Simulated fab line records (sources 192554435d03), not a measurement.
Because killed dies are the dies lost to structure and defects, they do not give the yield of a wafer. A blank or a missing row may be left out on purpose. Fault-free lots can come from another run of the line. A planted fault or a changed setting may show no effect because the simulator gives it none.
fab line records	flow n5_finfet
record: lots: 9	wafers: 26	last_day: 17
route steps=1938 shown ZERO_LAYER@4 PMOS_HMC_CHANNEL_EPI@63 BEOL_M4@1111 PASSIVATION@1936
lots with no fault: from the same line, run without faults
start_h: the number of hours between the record's first day and the start of the first shown wafer of the lot	wait_h: hours since the lot's step before	" repeats the value in the row above	L1.1+2: a single row standing in for several wafers	- no value, or no start was given	* or withheld: withheld	< > ~ a bound
route shown NAME@n: names a module that has steps shown in the file, with the first one's number in the route	usual: the fault-free wafers' mean and standard deviation	same: alike in all rows	chamber/n: place in a boat	sites: per-site readings	_std_site: standard deviation of those values	_edge_site: inner sites' mean taken away from outer sites' mean	radius_mm: how far each site lies from the wafer's centre	mask NAME#n: copy n	behind: the tool/chamber that last shaped the wafer	hold: what put the lot on hold/how long, in hours/how the hold closed	device: the transistor (n, p or np) that didn't switch	end of line: tests run on the same wafers once the route is complete	where a step has no rows: the recipe by itself	killed: not the wafer's yield, but the dies lost to structure and defects at the first sort	map: shows each die of a wafer: x if killed, . if not, _ if none is there
set.NAME: the setting the step ran with; set.NAME@STEP: the setting that earlier step ran with	model.NAME: the simulator's own value behind a step, which no gauge read
a sample of lots followed through the steps of the route, with each step as a table and each wafer as a row
services: from which hour (start_h, from the record's first day; less than 0 if before it) a tool's chamber was out of use, for how many hours, and why
== steps ==
step: N5_ZERO_LAYER_PECVD_02
recipe: material: SiO2	target_thk_a: 100	temp_c: 400	precursor: SiH4/N2O	pressure_torr: 0.75	rf_w: 275	time_s: 6
usual: heater_power_w: 794/98	showerhead_plenum_p_Torr: 8.16/0.16
lot.wafer	tool	chamber	start_h	wait_h	heater_power_w	showerhead_plenum_p_Torr
L926.1	pecvd-01	2	24.28	0.0	657	8.08
L926.3	"	1	"	"	798	8.03
L926.6	"	2	"	"	643	8.10
L927.1	pecvd-02	0	30.30	0.0	812	8.22
L927.3	"	1	"	"	740	8.37
L927.5	"	0	"	"	819	8.23
L928.2	pecvd-03	2	36.28	0.0	890	8.34
L928.4	"	0	"	"	982	7.94
L928.5	"	2	"	"	916	8.32
L929.3	pecvd-03	0	42.28	0.0	1007	7.94
L929.4	"	0	"	"	1012	7.95
L929.6	"	1	"	"	826	7.91
L930.1	pecvd-03	0	48.28	0.0	931	7.96
L930.2	"	1	"	"	810	7.93
L930.6	"	2	"	"	893	8.35
L931.2	pecvd-02	2	54.28	0.0	666	8.30
L931.4	"	2	"	"	659	8.29
L931.5	"	1	"	"	729	8.36
L935.3	pecvd-01	1	78.30	0.0	778	8.03
L935.5	"	2	"	"	747	8.11
L935.6	"	1	"	"	777	8.03
L941.2	pecvd-02	2	114.28	0.0	646	8.29
L941.4	"	1	"	"	650	8.36
L941.6	"	2	"	"	626	8.28
L945.1	pecvd-01	2	138.28	0.0	627	8.11
L945.5	"	2	"	"	632	8.12
step: N5_ZERO_LAYER_DESCUM_16
recipe: chemistry: O2	time_s: 7.9	source_power_w: 50	bias_power_w: 20	pressure_mtorr: 20	rf_frequency_hz: 2.712e+07	temp_c: 40	o2_flow_sccm: 225
usual: drypump_motor_current_A: 5.6/0.44	oes_product_au: 0.77/0.075	rf_vpp_V: 243.0/1.2	showerhead_plenum_p_Torr: 2.07/0.064	throttle_valve_pct: 20.5/0.31
lot.wafer	tool	chamber	start_h	wait_h	drypump_motor_current_A	oes_product_au	rf_hours_counter_h	rf_vpp_V	showerhead_plenum_p_Torr	throttle_valve_pct
L926.1	rie_diel-02	3	24.68	0.0	5.1	0.82	100	242.2	2.01	20.7
L926.3	"	1	"	"	5.9	0.93	33	241.7	2.05	20.1
L926.6	"	0	"	"	5.9	0.80	-	243.1	2.07	20.6
L927.1	rie_diel-04	2	31.12	0.3	6.1	0.72	179	244.8	2.18	20.8
L927.3	"	1	"	"	6.5	0.83	64	242.6	2.14	20.2
L927.5	"	0	"	"	5.6	0.73	-	242.3	2.09	21.0
L928.2	rie_diel-04	3	37.87	1.2	5.3	0.75	167	243.6	2.18	20.2
L928.4	"	0	"	"	5.6	0.72	208	244.4	2.09	21.0
L928.5	"	3	"	"	5.3	0.75	-	243.9	2.18	20.2
L929.3	rie_diel-04	0	42.77	0.1	5.5	0.71	211	243.9	2.09	21.0
L929.4	"	2	"	"	6.1	0.71	184	245.6	2.17	20.8
L929.6	"	0	"	"	5.6	0.72	-	243.2	2.09	21.0
L930.1	rie_diel-04	2	48.81	0.0	6.1	0.72	186	243.8	2.17	20.8
L930.2	"	0	"	"	5.6	0.71	212	241.6	2.09	21.0
L930.6	"	2	"	"	6.1	0.72	-	244.3	2.17	20.8
L931.2	rie_diel-06	3	60.68	0.0	5.3	0.78	125	242.2	1.99	20.5
L931.4	"	1	"	"	5.1	0.70	226	241.1	1.98	20.6
L931.5	"	2	"	"	4.8	0.69	-	245.9	2.15	20.6
L935.3	rie_diel-02	1	78.70	0.0	5.9	0.90	40	241.5	2.05	20.1
L935.5	"	3	"	"	5.0	0.80	-	241.2	2.01	20.8
L935.6	"	0	"	"	6.0	0.79	-	243.4	2.07	20.6
L941.2	rie_diel-02	2	114.68	0.0	5.8	0.68	207	242.9	2.05	20.0
L941.4	"	0	"	"	5.9	0.77	156	244.2	2.07	20.6
L941.6	"	1	"	"	5.9	0.88	-	241.8	2.04	20.1
L945.1	rie_diel-06	3	138.81	0.0	5.3	0.75	148	242.8	1.98	20.6
L945.5	"	1	"	"	5.1	0.68	-	240.8	1.97	20.6
step: N5_PMOS_HMC_CHANNEL_EPI_PEB_07
recipe: peb_temp_c: 110	peb_time_s: 60	resist: CAR-ArF-block
usual: heater_power_total_W: 175.0/1.6
lot.wafer	tool	chamber	start_h	wait_h	heater_power_total_W
L926.1	litho_track-02	0	29.13	0.1	173.5
L926.3	"	0	"	"	173.7
L926.6	"	0	"	"	173.0
L927.1	litho_track-01	0	35.97	0.1	173.4
L927.3	"	0	"	"	174.1
L927.5	"	0	"	"	174.2
L928.2	litho_track-04	0	42.50	0.0	177.1
L928.4	"	0	"	"	174.7
L928.5	"	0	"	"	174.2
L929.3	litho_track-04	0	47.25	0.0	176.2
L929.4	"	0	"	"	173.6
L929.6	"	0	"	"	175.9
L930.1	litho_track-02	0	53.24	0.1	173.5
L930.2	"	0	"	"	173.3
L930.6	"	0	"	"	176.0
L931.2	litho_track-02	0	65.36	0.0	174.1
L931.4	"	0	"	"	177.5
L931.5	"	0	"	"	174.1
L935.3	litho_track-04	0	83.50	0.0	173.2
L935.5	"	0	"	"	177.5
L935.6	"	0	"	"	173.0
L941.2	litho_track-02	0	119.06	0.0	174.6
L941.4	"	0	"	"	200.3
L941.6	"	0	"	"	175.8
L945.1	litho_track-02	0	143.54	0.1	172.9
L945.5	"	0	"	"	202.4
step: N5_PMOS_HMC_CHANNEL_EPI_CD_MEAS_09
recipe: target_cd_nm: 237.4	landing_energy_ev: 500	detector: se_inlens
usual: cd_nm: 237.4/1
lot.wafer	tool	chamber	start_h	wait_h	cd_nm
L926.1	cd_sem-03	0	29.19	-	236.0
L926.3	"	0	"	"	235.8
L926.6	"	0	"	"	236.5
L927.1	cd_sem-03	0	36.03	-	237.0
L927.3	"	0	"	"	236.0
L927.5	"	0	"	"	237.6
L928.2	cd_sem-02	0	42.57	-	236.5
L928.4	"	0	"	"	235.6
L928.5	"	0	"	"	237.5
L929.3	cd_sem-03	0	47.32	-	236.9
L929.4	"	0	"	"	236.7
L929.6	"	0	"	"	236.3
L930.1	cd_sem-02	0	53.30	-	237.4
L930.2	"	0	"	"	236.2
L930.6	"	0	"	"	236.3
L931.2	cd_sem-03	0	65.43	-	238.0
L931.4	"	0	"	"	238.2
L931.5	"	0	"	"	237.7
L935.3	cd_sem-02	0	83.57	-	236.7
L935.5	"	0	"	"	236.6
L935.6	"	0	"	"	237.5
L941.2	cd_sem-02	0	119.12	-	239.1
L941.4	"	0	"	"	227.9
L941.6	"	0	"	"	238.9
L945.1	cd_sem-01	0	143.60	-	237.8
L945.5	"	0	"	"	229.3
step: N5_PMOS_HMC_CHANNEL_EPI_FIN_RECESS_16
recipe: chemistry: HBr/Cl2	target: Si	mask_material: SiO2	target_depth_a: 540	time_s: 18	pressure_mtorr: 10	icp_w: 800	bias_w: 75	HBr_flow_sccm: 150	Cl2_flow_sccm: 80
usual: drypump_motor_current_A: 5.6/0.45	oes_product_au: 0.993/0.015	throttle_valve_pct: 35.7/0.34
lot.wafer	tool	chamber	start_h	wait_h	drypump_motor_current_A	oes_product_au	rf_hours_counter_h	throttle_valve_pct
L926.1	rie_si-04	0	29.74	0.0	5.9	0.989	146	36.3
L926.3	"	2	"	"	5.1	0.979	125	35.7
L926.6	"	0	"	"	5.9	0.987	-	36.3
L927.1	rie_si-06	1	36.85	0.0	5.7	0.999	137	35.1
L927.3	"	0	"	"	5.8	1.004	115	35.8
L927.5	"	3	"	"	6.8	0.982	-	35.4
L928.2	rie_si-01	0	43.12	0.0	5.5	0.966	28	35.6
L928.4	"	3	"	"	5.1	0.993	168	35.6
L928.5	"	0	"	"	5.5	0.965	-	35.6
L929.3	rie_si-01	3	48.03	0.0	5.1	0.996	168	35.6
L929.4	"	1	"	"	5.2	0.996	59	36.2
L929.6	"	2	"	"	5.8	0.998	-	35.5
L930.1	rie_si-01	3	54.73	0.0	5.1	0.990	169	35.6
L930.2	"	0	"	"	5.5	0.972	28	35.6
L930.6	"	2	"	"	5.8	0.993	-	35.5
L931.2	rie_si-01	1	66.02	0.0	5.2	0.995	60	36.2
L931.4	"	2	"	"	5.8	1.017	75	35.4
L931.5	"	0	"	"	5.5	0.968	-	35.6
L935.3	rie_si-01	1	84.11	0.0	5.2	0.998	60	36.2
L935.5	"	1	"	"	5.2	0.997	-	36.2
L935.6	"	0	"	"	5.5	0.968	-	35.6
L941.2	rie_si-06	1	119.67	0.0	5.6	0.998	138	35.1
L941.4	"	0	"	"	5.8	1.016	116	35.8
L941.6	"	0	"	"	5.8	0.995	-	35.9
L945.1	rie_si-04	1	144.20	0.0	5.5	1.028	68	35.5
L945.5	"	3	"	"	6.1	1.015	-	35.5
step: N5_BEOL_M4_RC_MEAS_101
usual: DIBL_N: 35.4/2.1	DIBL_P: 34.8/2.6	IOFF_N: 0.15/0.037	IOFF_P: 0.19/0.037	ION_N: 677/16	ION_P: 462/9.3	SS_N: 71.4/0.75	SS_P: 72.9/0.77	VT_N: 250/3.7	VT_P: -251/3.5
lot.wafer	tool	chamber	start_h	wait_h	DIBL_N[mV/V]	DIBL_P[mV/V]	IOFF_N[nA/um]	IOFF_P[nA/um]	ION_N[uA/um]	ION_P[uA/um]	SS_N[mV/dec]	SS_P[mV/dec]	VT_N[mV]	VT_P[mV]
L926.1	prober-01	0	197.97	0.0	35.3	35.4	0.15	0.19	690	464	71.8	73.3	245	-253
L926.3	"	0	"	"	36.9	36.0	0.16	0.18	677	453	71.4	72.7	250	-255
L926.6	"	0	"	"	31.4	29.3	0.09	0.12	657	449	70.0	71.3	256	-259
L927.1	prober-02	0	198.45	0.2	34.7	35.4	0.15	0.18	697	463	70.7	72.6	249	-256
L927.3	"	0	"	"	31.1	31.0	0.09	0.13	665	461	70.3	71.1	256	-256
L927.5	"	0	"	"	35.3	35.7	0.14	0.19	679	464	71.1	72.5	249	-252
L928.2	prober-02	0	200.94	0.2	39.0	37.7	0.24	0.23	679	456	72.0	74.2	245	-248
L928.4	"	0	"	"	32.9	31.1	0.12	0.15	672	463	70.8	72.4	255	-252
L928.5	"	0	"	"	37.2	35.9	0.20	0.21	688	465	72.7	73.9	245	-248
L930.1	prober-01	0	202.96	0.5	34.8	33.8	0.13	0.16	664	456	71.1	73.1	251	-257
L930.2	"	0	"	"	37.2	36.0	0.16	0.18	678	457	71.7	73.2	248	-253
L930.6	"	0	"	"	34.0	32.3	0.12	0.13	660	448	70.9	71.5	255	-257
L929.3	prober-02	0	204.45	0.3	35.6	35.9	0.15	0.20	677	461	71.1	73.5	253	-249
L929.4	"	0	"	"	33.2	32.4	0.11	0.14	669	459	70.3	71.7	255	-254
L929.6	"	0	"	"	32.8	32.0	0.11	0.15	647	454	71.4	72.9	253	-253
L931.2	prober-01	0	226.99	0.6	35.8	35.1	0.16	0.19	697	474	71.5	72.5	246	-249
L931.4	"	0	"	"	36.6	34.8	0.16	0.19	688	464	71.2	73.1	247	-251
L931.5	"	0	"	"	36.7	35.7	0.16	0.20	690	471	71.1	72.8	247	-250
L935.3	prober-02	0	251.52	0.3	34.3	34.2	0.13	0.17	660	454	71.3	71.9	251	-253
L935.5	"	0	"	"	39.5	41.3	0.25	0.31	712	480	72.6	74.3	242	-243
L935.6	"	0	"	"	32.7	31.6	0.11	0.14	669	457	70.9	72.1	253	-254
L941.2	prober-01	0	269.96	0.2	33.1	32.2	0.11	0.15	662	448	69.8	71.9	252	-255
L941.4	"	0	"	"	32.3	31.9	0.11	0.15	682	472	70.4	73.0	253	-253
L941.6	"	0	"	"	33.5	33.4	0.13	0.16	668	456	71.0	72.7	251	-251
L945.1	prober-01	0	303.81	0.3	40.6	40.7	0.28	0.31	709	480	73.2	74.6	241	-246
L945.5	"	0	"	"	38.2	37.9	0.23	0.25	708	479	72.2	73.6	244	-245
step: N5_PASSIVATION_PROBE_49
usual: defect_limited_yield: 90.5/1.7	killed_at_M0_to_M3: 37/12	killed_at_M4_up: 14/5.2	killed_at_contacts: 12/5.9	killed_at_front_end: 45/14	killed_at_other: 3.5/2.8	killed_dies: 112/21	killed_open: 73/15	killed_short: 36/8.9	sort_bin_4_leakage: 0.00/0.007	sort_bin_5_function: 5.6/1.2	sort_bin_6_memory: 3.5/0.68	sort_n_pass: 1068/21	sort_yield_pct: 90.5/1.8
same: gross_dies: 1180	killed_at_back_side: 0	sort_bin_8_speed[%]: 0
lot.wafer	tool	chamber	start_h	wait_h	defect_limited_yield[%]	killed_at_M0_to_M3	killed_at_M4_up	killed_at_contacts	killed_at_front_end	killed_at_other	killed_dies	killed_open	killed_short	sort_bin_4_leakage[%]	sort_bin_5_function[%]	sort_bin_6_memory[%]	sort_n_pass	sort_yield_pct[%]
L927.1	prober-01	-	307.87	0.0	92.2	23	9	12	42	6	92	58	31	0	4.3	2.8	1088	92.2
L927.3	prober-01	-	307.97	0.1	91.9	34	14	15	32	0	95	55	37	0	5.3	2.4	1085	91.9
L927.5	prober-01	-	308.07	0.2	90.4	38	18	17	34	6	113	78	28	0	5.3	3.8	1067	90.4
L926.1	prober-01	-	308.17	0.1	92.2	25	14	17	31	5	92	61	29	0	5.7	2.0	1088	92.2
L926.3	prober-01	-	308.27	0.2	91.7	26	5	11	53	3	98	64	33	0	4.2	3.6	1082	91.7
L926.6	prober-01	-	308.42	0.3	91.3	29	16	13	43	2	103	63	39	0	5.7	2.8	1077	91.3
L929.3	prober-02	-	319.73	0.1	89.3	37	11	12	66	0	126	81	43	0	6.2	3.6	1054	89.3
L929.4	prober-02	-	319.78	0.2	89.3	43	14	5	63	1	126	88	37	0	6.3	3.8	1054	89.3
L929.6	prober-02	-	319.88	0.3	89.4	35	15	17	58	0	125	86	35	0	6.5	3.9	1055	89.4
L928.2	prober-01	-	322.17	0.1	90.1	36	25	15	37	4	117	76	36	0	5.6	3.8	1063	90.1
L928.4	prober-01	-	322.27	0.2	89.2	32	25	18	52	1	128	74	49	0	5.8	4.2	1052	89.2
L928.5	prober-01	-	322.32	0.2	89.9	45	13	12	45	4	119	74	44	0	5.9	3.7	1061	89.9
L930.1	prober-02	-	324.27	0.0	91.9	40	19	15	15	6	95	64	30	0	4.4	3.5	1085	91.9
L930.2	prober-02	-	324.32	0.1	92.5	33	15	11	29	0	88	58	29	0	4.0	3.1	1092	92.5
L930.6	prober-02	-	324.52	0.3	90.9	48	19	14	23	3	107	70	36	0	5.4	3.2	1073	90.9
L931.2	prober-02	-	336.67	0.1	90.4	32	22	13	43	3	113	76	29	0	5.7	3.7	1067	90.4
L931.4	prober-02	-	336.77	0.2	89.7	29	13	19	58	3	122	79	37	0	6.7	3.6	1058	89.7
L931.5	prober-02	-	336.82	0.2	92.5	37	9	7	33	2	88	61	22	0	4.7	2.4	1092	92.5
L935.3	prober-02	-	361.18	0.1	89.3	26	11	10	75	4	126	84	38	0	6.9	3.6	1054	89.3
L935.5	prober-02	-	361.28	0.2	89.4	40	19	13	49	4	125	92	31	0	6.4	3.9	1055	89.4
L935.6	prober-02	-	361.33	0.3	92.0	17	8	11	57	1	94	54	37	0	5.1	2.5	1086	92.0
L941.2	prober-01	-	379.66	0.4	89.2	27	27	18	53	2	127	83	41	0	6.8	3.8	1053	89.2
L941.4	prober-01	-	379.76	0.5	89.5	28	17	17	60	2	124	75	44	0	6.2	3.7	1056	89.5
L941.6	prober-01	-	379.86	0.6	89.1	63	8	17	40	1	129	82	45	0	7.0	3.4	1051	89.1
L945.1	prober-01	-	407.23	0.0	89.2	27	12	13	65	11	128	81	44	0.08	6.1	3.9	1051	89.1
L945.5	prober-01	-	407.43	0.2	89.8	15	13	19	66	7	120	85	31	0	5.9	3.8	1060	89.8
killed by level:class
L927.1 MOL_CONTACT_COAG:geometric_particle:open=11 DUMMY_GATE:geometric_particle:open=7 FIN_SAQP:geometric_particle:open=5 STI_FIN_REVEAL:geometric_particle:open=5 GATE_CUT:geometric_particle:open=5 GATE_CUT:geometric_particle:short=5 BEOL_M0_SAQP:geometric_particle:open=5 FIN_SAQP:geometric_particle:short=4
L927.3 MOL_CONTACT_COAG:geometric_particle:open=11 BEOL_M0_SAQP:geometric_particle:short=9 BEOL_M0_SAQP:geometric_particle:open=7 BEOL_M4:geometric_particle:open=7 ILD0:geometric_particle:short=6 FIN_SAQP:geometric_particle:short=5 STI_FIN_REVEAL:geometric_particle:open=5 BEOL_M1:geometric_particle:open=5
L927.5 MOL_CONTACT_COAG:geometric_particle:open=15 BEOL_M0_SAQP:geometric_particle:open=10 BEOL_M2:geometric_particle:open=7 STI_FIN_REVEAL:geometric_particle:open=6 DUMMY_GATE:geometric_particle:open=6 BEOL_M0_SAQP:geometric_particle:short=6 BEOL_M3:geometric_particle:open=5 PAD_METAL:geometric_particle:open=5
L926.1 MOL_CONTACT_COAG:geometric_particle:open=15 FIN_SAQP:geometric_particle:open=9 FIN_SAQP:geometric_particle:short=8 BEOL_M0_SAQP:geometric_particle:open=6 STI_FIN_REVEAL:geometric_particle:open=6 BEOL_M0_SAQP:geometric_particle:short=6 BEOL_M3:geometric_particle:open=6 BEOL_M4:geometric_particle:open=6
L926.3 FIN_SAQP:geometric_particle:short=9 FIN_SAQP:geometric_particle:open=9 MOL_CONTACT_COAG:geometric_particle:open=9 GATE_CUT:geometric_particle:short=8 BEOL_M1:geometric_particle:open=8 STI_FIN_REVEAL:geometric_particle:open=6 GATE_CUT:geometric_particle:open=5 BEOL_M0_SAQP:geometric_particle:open=5
L926.6 STI_FIN_REVEAL:geometric_particle:open=14 MOL_CONTACT_COAG:geometric_particle:open=9 BEOL_M3:geometric_particle:open=8 BEOL_M0_SAQP:geometric_particle:short=7 FIN_SAQP:geometric_particle:short=6 FIN_SAQP:geometric_particle:open=5 BEOL_M2:geometric_particle:open=5 BEOL_M4:geometric_particle:short=5
L929.3 STI_FIN_REVEAL:geometric_particle:open=20 FIN_SAQP:geometric_particle:short=13 FIN_SAQP:geometric_particle:open=12 BEOL_M0_SAQP:geometric_particle:short=12 BEOL_M0_SAQP:geometric_particle:open=11 MOL_CONTACT_COAG:geometric_particle:open=10 GATE_CUT:geometric_particle:short=9 BEOL_M4:geometric_particle:open=6
L929.4 STI_FIN_REVEAL:geometric_particle:open=23 FIN_SAQP:geometric_particle:open=15 BEOL_M2:geometric_particle:open=11 FIN_SAQP:geometric_particle:short=10 BEOL_M0_SAQP:geometric_particle:short=9 BEOL_M0_SAQP:geometric_particle:open=8 BEOL_M1:geometric_particle:open=6 MOL_CONTACT_COAG:geometric_particle:open=5
L929.6 FIN_SAQP:geometric_particle:open=17 MOL_CONTACT_COAG:geometric_particle:open=16 STI_FIN_REVEAL:geometric_particle:open=15 BEOL_M0_SAQP:geometric_particle:open=12 FIN_SAQP:geometric_particle:short=9 BEOL_M0_SAQP:geometric_particle:short=9 BEOL_M3:geometric_particle:open=8 BEOL_M4:geometric_particle:open=6
L928.2 BEOL_M2:geometric_particle:open=13 BEOL_M4:geometric_particle:open=13 MOL_CONTACT_COAG:geometric_particle:open=11 FIN_SAQP:geometric_particle:open=10 BEOL_M0_SAQP:geometric_particle:short=8 STI_FIN_REVEAL:geometric_particle:open=7 BEOL_M0_SAQP:geometric_particle:open=6 GATE_CUT:geometric_particle:open=5
L928.4 FIN_SAQP:geometric_particle:open=12 STI_FIN_REVEAL:geometric_particle:open=12 MOL_CONTACT_COAG:geometric_particle:open=11 BEOL_M3:geometric_particle:short=10 BEOL_M4:geometric_particle:open=9 FIN_SAQP:geometric_particle:short=8 MOL_CONTACT_COAG:geometric_particle:short=7 BEOL_M0_SAQP:geometric_particle:open=6
L928.5 FIN_SAQP:geometric_particle:open=11 BEOL_M0_SAQP:geometric_particle:short=11 MOL_CONTACT_COAG:geometric_particle:open=9 BEOL_M0_SAQP:geometric_particle:open=9 FIN_SAQP:geometric_particle:short=8 STI_FIN_REVEAL:geometric_particle:open=8 BEOL_M2:geometric_particle:open=6 BEOL_M3:geometric_particle:open=6
L930.1 MOL_CONTACT_COAG:geometric_particle:open=11 BEOL_M0_SAQP:geometric_particle:open=10 BEOL_M3:geometric_particle:open=9 BEOL_M4:geometric_particle:open=9 BEOL_M0_SAQP:geometric_particle:short=8 STI_FIN_REVEAL:geometric_particle:open=4 DUMMY_GATE:geometric_particle:open=4 MOL_CONTACT_COAG:geometric_particle:short=4
L930.2 BEOL_M0_SAQP:geometric_particle:open=13 MOL_CONTACT_COAG:geometric_particle:open=9 BEOL_M0_SAQP:geometric_particle:short=7 ILD0:geometric_particle:open=6 GATE_CUT:geometric_particle:short=6 FIN_SAQP:geometric_particle:short=5 BEOL_M4:geometric_particle:open=5 BEOL_M1:geometric_particle:open=4
L930.6 BEOL_M0_SAQP:geometric_particle:open=16 BEOL_M0_SAQP:geometric_particle:short=13 MOL_CONTACT_COAG:geometric_particle:open=12 BEOL_M4:geometric_particle:open=8 BEOL_M1:geometric_particle:open=7 BEOL_M3:geometric_particle:open=5 DUMMY_GATE:geometric_particle:short=4 ILD0:geometric_particle:open=4
L931.2 STI_FIN_REVEAL:geometric_particle:open=20 MOL_CONTACT_COAG:geometric_particle:open=11 BEOL_M0_SAQP:geometric_particle:short=8 BEOL_M0_SAQP:geometric_particle:open=7 BEOL_M4:geometric_particle:open=7 DUMMY_GATE:geometric_particle:open=5 GATE_CUT:geometric_particle:short=5 BEOL_M1:geometric_particle:open=4
L931.4 STI_FIN_REVEAL:geometric_particle:open=19 FIN_SAQP:geometric_particle:open=14 MOL_CONTACT_COAG:geometric_particle:open=11 FIN_SAQP:geometric_particle:short=8 BEOL_M3:geometric_particle:open=8 MOL_CONTACT_COAG:geometric_particle:short=7 DUMMY_GATE:geometric_particle:open=5 BEOL_M0_SAQP:geometric_particle:short=5
L931.5 FIN_SAQP:geometric_particle:open=12 BEOL_M0_SAQP:geometric_particle:open=7 BEOL_M0:geometric_particle:open=7 BEOL_M2:geometric_particle:open=5 BEOL_M3:geometric_particle:open=5 DUMMY_GATE:geometric_particle:open=4 GATE_CUT:geometric_particle:short=4 BEOL_M0_SAQP:geometric_particle:short=4
L935.3 STI_FIN_REVEAL:geometric_particle:open=23 GATE_CUT:geometric_particle:short=11 FIN_SAQP:geometric_particle:open=9 BEOL_M2:geometric_particle:open=9 MOL_CONTACT_COAG:geometric_particle:open=8 BEOL_M0_SAQP:geometric_particle:open=7 FIN_SAQP:geometric_particle:short=6 GATE_CUT:geometric_particle:open=6
L935.5 BEOL_M2:geometric_particle:open=20 MOL_CONTACT_COAG:geometric_particle:open=11 BEOL_M0_SAQP:geometric_particle:open=10 FIN_SAQP:geometric_particle:open=9 FIN_SAQP:geometric_particle:short=9 BEOL_M4:geometric_particle:open=9 STI_FIN_REVEAL:geometric_particle:open=5 DUMMY_GATE:geometric_particle:open=4
L935.6 STI_FIN_REVEAL:geometric_particle:open=11 MOL_CONTACT_COAG:geometric_particle:open=10 FIN_SAQP:geometric_particle:short=8 GATE_CUT:geometric_particle:short=7 FIN_SAQP:geometric_particle:open=6 GATE_CUT:geometric_particle:open=6 STARTING-WAFER:geometric_particle:open=5 BEOL_M0_SAQP:geometric_particle:short=5
L941.2 STI_FIN_REVEAL:geometric_particle:open=16 MOL_CONTACT_COAG:geometric_particle:open=13 BEOL_M4:geometric_particle:open=13 DUMMY_GATE:geometric_particle:open=9 FIN_SAQP:geometric_particle:short=8 MOL_CONTACT_COAG:geometric_particle:short=5 BEOL_M1:geometric_particle:open=5 BEOL_M5:geometric_particle:open=5
L941.4 FIN_SAQP:geometric_particle:open=12 MOL_CONTACT_COAG:geometric_particle:open=12 BEOL_M4:geometric_particle:open=7 FIN_SAQP:geometric_particle:short=6 BEOL_M0_SAQP:geometric_particle:short=6 STI_FIN_REVEAL:geometric_particle:open=5 MOL_CONTACT_COAG:geometric_particle:short=5 BEOL_M4:geometric_particle:short=5
L941.6 BEOL_M0_SAQP:geometric_particle:open=27 BEOL_M0_SAQP:geometric_particle:short=17 MOL_CONTACT_COAG:geometric_particle:open=13 FIN_SAQP:geometric_particle:short=12 FIN_SAQP:geometric_particle:open=10 BEOL_M1:geometric_particle:open=5 STARTING-WAFER:geometric_particle:open=5 STI_FIN_REVEAL:geometric_particle:open=4
L945.1 STI_FIN_REVEAL:geometric_particle:open=22 FIN_SAQP:geometric_particle:short=15 FIN_SAQP:geometric_particle:open=8 MOL_CONTACT_COAG:geometric_particle:open=8 BEOL_M1:geometric_particle:open=8 GATE_CUT:geometric_particle:short=6 MOL_CONTACT_COAG:geometric_particle:short=5 BEOL_M0_SAQP:geometric_particle:open=5
L945.5 FIN_SAQP:geometric_particle:open=18 MOL_CONTACT_COAG:geometric_particle:open=16 STI_FIN_REVEAL:geometric_particle:open=14 FIN_SAQP:geometric_particle:short=9 GATE_CUT:geometric_particle:short=8 BEOL_M1:geometric_particle:open=7 DUMMY_GATE:geometric_particle:open=5 BEOL_M2:geometric_particle:open=4
== services ==
tool	chamber	start_h	hours	kind
pecvd-02	-	7.76	2.5	repair
rie_si-04	1	17.06	1.2	repair
rie_diel-04	3	21.75	5.6	repair
rie_diel-02	-	27.88	28.1	pm
rie_si-06	-	30.86	3.4	repair
pecvd-03	-	32.50	1.1	repair
pecvd-01	2	38.30	15.3	repair
pecvd-01	0	40.09	5.5	scheduled_down
pecvd-03	-	43.01	0.8	repair
rie_si-06	-	48.18	0.7	repair
rie_si-04	-	52.54	0.4	repair
pecvd-03	1	63.29	16.5	scheduled_down
pecvd-02	1	84.38	5.5	scheduled_down
rie_diel-02	3	87.44	2.6	repair
rie_si-04	-	98.68	2.8	pm
pecvd-03	1	100.30	5.0	scheduled_down
rie_diel-04	2	109.23	1.6	repair
litho_track-04	-	111.76	-	consumable_replace:filter
rie_diel-06	2	112.41	19.7	repair
pecvd-02	0	118.68	2.1	scheduled_down
rie_si-04	2	120.20	5.0	repair
pecvd-03	1	126.16	5.5	scheduled_down
rie_diel-04	0	138.95	5.4	repair
rie_diel-06	1	140.33	-	clean
== key ==
first_sign: step: N5_PMOS_HMC_CHANNEL_EPI_PEB_07	reading: heater_power_total_W	direction: up	sigmas: 16	usual: *	struck: *
effect: step: N5_PMOS_HMC_CHANNEL_EPI_CD_MEAS_09	reading: cd_nm	direction: down	sigmas: 8.7	usual: 237.4	struck: 228.6
met_at N5_PMOS_HMC_CHANNEL_EPI_PEB_07
struck_lots L941,L945
struck_wafers L941.4,L945.5
not_acting_at N5_ZERO_LAYER_PECVD_02,N5_ZERO_LAYER_DESCUM_16,N5_PMOS_HMC_CHANNEL_EPI_FIN_RECESS_16
onset_between 65.36 119.06
fault: kind: process_parameter_drift	tool: litho_track-02	chamber: -	onset_h: 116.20	steps: N5_PMOS_HMC_CHANNEL_EPI_PEB_07	channel: peb_time_s	offset: *	shape: step	end_h: 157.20	scope: struck_wafers_only	acts_in: *	stated: *
